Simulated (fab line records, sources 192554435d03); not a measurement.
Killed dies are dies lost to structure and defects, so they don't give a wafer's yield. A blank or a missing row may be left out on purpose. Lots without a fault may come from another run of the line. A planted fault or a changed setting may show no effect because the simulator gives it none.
Chamber matching | flow n5_finfet | N5_BEOL_M12_ETCH_59 on rie_diel-05: 4 sister chambers
The step etches BARC in N2/H2, target depth 89 nm, overetch 26.7 nm, time 67.9 s. 22 wafers are shown with their chamber, then 11 later ones without.

WAFERS WITH THEIR CHAMBER
wafer  | chamber | throttle_valve_pct (%) | showerhead_plenum_p_Torr (Torr) | oes_product_au (a.u.)
L076.2 | 0       | 17.42                  | 2.64                            | 0.65
L076.5 | 1       | 18.19                  | 2.70                            | 0.71
L076.6 | 0       | 17.43                  | 2.64                            | 0.67
L074.3 | 1       | 18.20                  | 2.70                            | 0.70
L074.4 | 0       | 17.43                  | 2.64                            | 0.64
L074.5 | 0       | 17.43                  | 2.64                            | 0.65
L077.2 | 1       | 18.21                  | 2.69                            | 0.70
L077.3 | 3       | 17.59                  | 2.66                            | 0.68
L077.6 | 3       | 17.58                  | 2.66                            | 0.67
L083.1 | 0       | 17.45                  | 2.64                            | 0.64
L083.2 | 1       | 18.22                  | 2.69                            | 0.69
L083.5 | 1       | 18.24                  | 2.69                            | 0.68
L080.2 | 1       | 18.22                  | 2.69                            | 0.68
L080.4 | 2       | 17.88                  | 2.56                            | 0.67
L080.5 | 2       | 17.90                  | 2.56                            | 0.66
L086.3 | 0       | 17.48                  | 2.63                            | 0.64
L086.5 | 0       | 17.48                  | 2.63                            | 0.64
L086.6 | 3       | 17.62                  | 2.65                            | 0.67
L091.3 | 0       | 17.50                  | 2.63                            | 0.63
L091.4 | 1       | 18.25                  | 2.68                            | 0.67
L091.6 | 1       | 18.24                  | 2.68                            | 0.67
L087.1 | 0       | 17.48                  | 2.63                            | 0.63

SIGNATURES (means of the wafers above)
reading                  | chamber 0 | chamber 1 | chamber 2 | chamber 3 | scatter within a chamber
throttle_valve_pct       | 17.4556   | 18.2212   | 17.8900   | 17.5967   | 0.0249
showerhead_plenum_p_Torr | 2.6356    | 2.6900    | 2.5600    | 2.6567    | 0.00619
oes_product_au           | 0.6433    | 0.6875    | 0.6650    | 0.6733    | 0.0126
Rule: a wafer's distance from a chamber is the root of the sum, over the readings, of the square of ((its reading less the chamber's mean) divided by the reading's scatter). The wafer belongs to the nearest chamber; if the next one is less than 2 further off, it can't be placed. The scatter: the root of (the sum of the squares of (reading less its chamber's mean) over the shown wafers, divided by (wafers less chambers)).

WAFERS WITHOUT THEIR CHAMBER
wafer  | throttle_valve_pct (%) | showerhead_plenum_p_Torr (Torr) | oes_product_au (a.u.)
L087.2 | 17.91                  | 2.55                            | 0.66
L087.6 | 17.47                  | 2.63                            | 0.63
L088.1 | 17.91                  | 2.55                            | 0.66
L088.5 | 17.48                  | 2.63                            | 0.63
L088.6 | 17.61                  | 2.65                            | 0.66
L094.1 | 18.27                  | 2.68                            | 0.66
L094.3 | 17.51                  | 2.62                            | 0.63
L094.4 | 17.64                  | 2.64                            | 0.65
L097.2 | 17.64                  | 2.64                            | 0.65
L097.3 | 17.93                  | 2.55                            | 0.65
L097.6 | 17.95                  | 2.55                            | 0.65

WHICH CHAMBER EACH WENT THROUGH
wafer  | from the rows above | in truth
L087.2 | 2                   | 2
L087.6 | 0                   | 0
L088.1 | 2                   | 2
L088.5 | 0                   | 0
L088.6 | 3                   | 3
L094.1 | 1                   | 1
L094.3 | 0                   | 0
L094.4 | 3                   | 3
L097.2 | 3                   | 3
L097.3 | 2                   | 2
L097.6 | 2                   | 2
Placed correctly: 11 of 11. Can't be placed from these rows: 0. Placed wrongly: 0.
